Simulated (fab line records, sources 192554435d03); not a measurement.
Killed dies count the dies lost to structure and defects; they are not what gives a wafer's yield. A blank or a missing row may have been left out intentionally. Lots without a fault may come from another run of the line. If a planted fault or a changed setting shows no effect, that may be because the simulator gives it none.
8D (eight disciplines) problem report, filled in by code    flow n5_finfet    the parts of the form that need people (team, actions taken, sign-off) are left out

## 1. WHAT WENT WRONG
Wafers without a fault read 73, standard deviation 28; raw_defect_count at N5_BEOL_M2_INSPECT_59 reads a mean of 426 on 2 wafers belonging to 2 lots. Measured from the usual mean, that is +13 standard deviations.
The step: inspects for defects (darkfield).
First observed at day 10 10:20: wafer L995.1, on defect_inspect-02. At this step, 24 wafers from 8 lots have a number in the record. Rule for "out" (also "out of limits"): further than 4 standard deviations from the usual mean. Any other wafer with a number is counted as sound.

## 2. WHAT IT IS; WHAT IT IS NOT
question                     is                                    is not
which readings at this step  raw_defect_count                      -
which lots                   L995, L999                            L102, L103, L105, L985, L989, L991
which wafers of those lots   L995.1, L999.1                        L995.2, L995.5, L999.2, L999.6
read on which gauges         defect_inspect-01, defect_inspect-02  -
when                         from day 10 10:20                     up to then (11 sound wafers); but 11 sound wafers of L102, L103, L105, L999 came after

## 3. THE SUSPECTS, EACH WITH WHAT RULES IT OUT
Counting: any tool at a process step up to the reading remains a suspect provided it ran every lot that is out. Sound lots after the first of them don't rule it out here, since some wafers of a struck lot are sound.
- the gauge at N5_BEOL_M2_INSPECT_59 has been ruled out. Those wafers that are out were read across 2 gauges (defect_inspect-01, defect_inspect-02).
- pvd_sputter-02 at N5_BEOL_M2_SPUTTER_90 (material Cu, target thk 4.5 nm, time 8.29 s): kept. It ran every lot that is out, first L995 (day 10 08:29); its last sound lot up to then is L991 (day 8 21:58).
- pvd_sputter-02 at N5_BEOL_M2_ANNEAL_91 (time 240 s): kept. It ran every lot that is out, first L995 (day 10 08:34); its last sound lot up to then is L991 (day 8 22:02).
- pvd_sputter-02 at N5_BEOL_M2_SPUTTER_96 (material Cu, target thk 4.5 nm, time 8.29 s): kept. It ran every lot that is out, first L995 (day 10 09:09); its last sound lot up to then is L991 (day 8 22:37).
- cmp-03 at N5_BEOL_M2_CMP_52 (polishes, stops on SiOC, t overpolish 6.8 s, target thk 40 nm): kept. It ran every lot that is out, first L995 (day 10 09:41); its last sound lot up to then is L989 (day 8 11:17).
- At N5_BEOL_M2_CMP_52, inside cmp-03: chamber 2 took the wafers that are out, while their sound lot-mates went through chambers 1, 3.
Left after counting: pvd_sputter-02 at N5_BEOL_M2_SPUTTER_90, pvd_sputter-02 at N5_BEOL_M2_ANNEAL_91, pvd_sputter-02 at N5_BEOL_M2_SPUTTER_96, cmp-03 at N5_BEOL_M2_CMP_52.

## 4. THE CAUSE (what the simulator had put in)
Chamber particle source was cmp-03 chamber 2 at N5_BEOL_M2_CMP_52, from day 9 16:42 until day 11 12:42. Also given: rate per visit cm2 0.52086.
Of the 4 suspects that counting leaves, this tool is one.

## 5. THE CHAIN OF EFFECTS, in route order
Rows list readings where the struck wafers' mean (over those with a number) sits beyond 3 standard deviations from the usual. Readings are gone through only where the record gives a usual standard deviation; hours: the median, over the lots, of the time from a lot's start at the first step in this table giving one to that lot's start at this step; sigmas: the change measured in usual standard deviations.
hours  step                     reading               usual   on struck wafers  change  sigmas
0      N5_BEOL_M2_INSPECT_59    raw_defect_count      73      426               +354    +13
2      N5_BEOL_M3_INSPECT_13    raw_defect_count      394     652               +258    +3.0
2      N5_BEOL_M3_INSPECT_30    raw_defect_count      408     682               +274    +3.0
125    N5_PASSIVATION_PROBE_49  defect_limited_yield  90.9 %  67.8              -23.2   -15
125    N5_PASSIVATION_PROBE_49  killed_at_M0_to_M3    35      316               +280    +28
125    N5_PASSIVATION_PROBE_49  killed_dies           108     380               +272    +15
125    N5_PASSIVATION_PROBE_49  killed_on_rim         14      48                +34     +8.1
125    N5_PASSIVATION_PROBE_49  sort_bin_5_function   5.4 %   19.3              +13.9   +14
125    N5_PASSIVATION_PROBE_49  sort_bin_6_memory     3.4 %   10.8              +7.3    +10
125    N5_PASSIVATION_PROBE_49  sort_n_pass           1072    800               -272    -15
125    N5_PASSIVATION_PROBE_49  sort_yield_pct        90.9 %  67.8              -23.2   -15
Process steps it contains:
- N5_PASSIVATION_PROBE_49
At these later measuring or inspecting steps, every struck wafer for which the step has a row has a number for every such reading, and none has moved that far: N5_BEOL_M4_RC_MEAS_101.

## 6. HOW IT WOULD HAVE BEEN CAUGHT EARLIER
18 hours passed between the start of the fault at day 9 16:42 and the first reading out of limits at a measuring or inspecting step in this record, taken at day 10 10:20.
Of the tool readings at N5_BEOL_M2_CMP_52 for which the record gives a usual standard deviation, none was out on any struck wafer, so an alarm limit of 4 standard deviations on them would not have fired.
L999, from the lots that are out (2), started N5_BEOL_M2_CMP_52 on cmp-03 later than day 10 10:20. Putting the tool on hold at that point would have spared it.
